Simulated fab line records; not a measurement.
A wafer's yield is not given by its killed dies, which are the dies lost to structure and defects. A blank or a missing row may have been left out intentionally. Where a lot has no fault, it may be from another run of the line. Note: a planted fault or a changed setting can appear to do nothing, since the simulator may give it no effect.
Split-lot trial | flow n5Finfet | 21 wafers read from 7 lots, route of 1938 steps

## ABOUT THE SPLIT
At N5_MOL_CONTACT_COAG_ETCH_105 (etches SiARC in CF4, target depth 15.6 nm, time 26 s), the setting biasW was moved away from the recipe's 36 W on 7 of the 21 wafers read, by -7.6% to +13.6%. All remaining wafers had this setting at the recipe value.

Reading taken at the split's own step.

## THE READING
rfVppV, in V, at N5_MOL_CONTACT_COAG_ETCH_105 (etches SiARC in CF4, target depth 15.6 nm, time 26 s). A value of 184.3 V with a standard deviation of 1.2 V is what fault-free wafers of this fab line usually give.

wafer  | tool, chamber at the split | biasW as run, W | against the recipe | rfVppV, V | against lot-mates on the recipe
L074.2 | rieDiel-01, 0              | 36              | recipe             | 182.7     | -
L074.3 | rieDiel-01, 2              | 36              | recipe             | 184.9     | -
L074.4 | rieDiel-01, 3              | 36              | recipe             | 185.9     | -
L076.1 | rieDiel-06, 1              | 36              | recipe             | 183.5     | -
L076.3 | rieDiel-06, 2              | 40.89           | +13.6%             | 201.6     | +18.1
L076.6 | rieDiel-06, 1              | 40.89           | +13.6%             | 197.9     | +14.4
L082.1 | rieDiel-06, 3              | 36              | recipe             | 182.4     | -
L082.4 | rieDiel-06, 1              | 36              | recipe             | 184.2     | -
L082.5 | rieDiel-06, 2              | 36              | recipe             | 184.9     | -
L086.2 | rieDiel-06, 0              | 36              | recipe             | 182.2     | -
L086.5 | rieDiel-06, 1              | 39.25           | +9.0%              | 192.5     | +10.3
L086.6 | rieDiel-06, 0              | 39.25           | +9.0%              | 193.7     | +11.5
L094.2 | rieDiel-02, 0              | 36              | recipe             | 185.2     | -
L094.3 | rieDiel-02, 2              | 37.71           | +4.8%              | 192.3     | +7.1
L094.4 | rieDiel-02, 3              | 37.71           | +4.8%              | 188.8     | +3.6
L095.2 | rieDiel-06, 1              | 36              | recipe             | 182.3     | -
L095.4 | rieDiel-06, 0              | 36              | recipe             | 185.1     | -
L095.5 | rieDiel-06, 3              | 36              | recipe             | 184.0     | -
L097.1 | rieDiel-01, 1              | 36              | recipe             | 184.8     | -
L097.3 | rieDiel-01, 0              | 36              | recipe             | 183.6     | -
L097.6 | rieDiel-01, 1              | 33.27           | -7.6%              | 175.6     | -8.6

THE FIT
A straight line over all 21 wafers: rfVppV changes by +1.13 V for each +1% of biasW; r = +0.97; the points scatter about the line by 1.4 V.
The same after taking each lot's own level away (the mean of its wafers on the recipe; 21 wafers): +1.19 V for each +1%; r = +0.98; scatter 1.2 V.
The reading moves by 16 V for the largest change in biasW, on that fit.
The lots' own levels span 182.20 to 185.20 V, that is 2.5 times the standard deviation above.
Consequently the slope shifts little with the lot-to-lot level, the two slopes agreeing.
Check: for one of the wafers moved furthest among these (+13.6%), held out of the fit, the line's prediction against its lot-mates is +15.3 V. Against them it came out at +18.1 V.
Tool readings at the split's step, against how far the setting was moved: rfVppV r = +0.97.

## OTHER SPLITS APPLIED TO THESE WAFERS
Before the reading, these wafers also passed through other splits. Each is held against what the fit with the lots' levels taken away leaves over:
other split on the same wafers       | wafers away from the commonest value | r with rfVppV (lot level and that fit taken away)
N5_HKMG_FIN_HK_ALD_01 aldCycles      | 7                                    | +0.05
N5_HKMG_FIN_COAT_43 spinRpm          | 6                                    | -0.28
N5_GATE_CUT_ETCH_56 icpW             | 6                                    | +0.16
N5_MOL_CONTACT_COAG_EXPOSE_05 doseMj | 5                                    | -0.30

## FILE'S OWN FIT
rfVppV changes by +1.18 V for each +1% of biasW, r = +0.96.
